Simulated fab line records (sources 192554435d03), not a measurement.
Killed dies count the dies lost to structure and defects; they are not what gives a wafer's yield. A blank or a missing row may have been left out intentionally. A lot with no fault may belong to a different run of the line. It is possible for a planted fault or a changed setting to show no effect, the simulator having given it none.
Matching of chambers -- flow n5 finfet -- pecvd-01 running N5_BEOL_M0_SAQP_HM_DEP_111: 3 sister chambers
The step deposits SiO2 from SiH4/N2O, target thk 12 nm, time 7.2 s. 3 wafers are shown with their chamber, then 7 later ones without.

EACH WAFER AND ITS CHAMBER
wafer,chamber,heater power w (W)
L353.3,1,645
L353.5,2,794
L356.4,0,705

WAFERS WITH NO CHAMBER GIVEN
wafer,heater power w (W)
L356.5,811
L356.6,673
L359.1,599
L359.2,837
L359.3,781
L363.3,770
L363.4,778

THE CHAMBER EACH PASSED THROUGH
wafer,from the rows above,in truth
L356.5,2,2
L356.6,can't be placed: 1 or 0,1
L359.1,1,1
L359.2,2,2
L359.3,2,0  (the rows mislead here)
L363.3,can't be placed: 2 or 0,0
L363.4,can't be placed: 2 or 0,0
Placed correctly: 3 of 7. Not placeable from these rows: 3 (in 3, the candidates include the true chamber). 1 placed wrongly.
How it was worked out, from the rows above alone: a wafer's distance from a chamber is the root of the sum, over the readings, of the square of ((its reading less the chamber's mean) divided by the reading's scatter). If the next closest chamber is less than 2 further off than the closest, the wafer can't be placed; otherwise it belongs to the closest. The mean given for a chamber averages the wafers shown for that chamber. The scatter (one wafer shown for each chamber): square how far every hidden wafer sits from the nearest shown wafer, average those squares and take the square root.
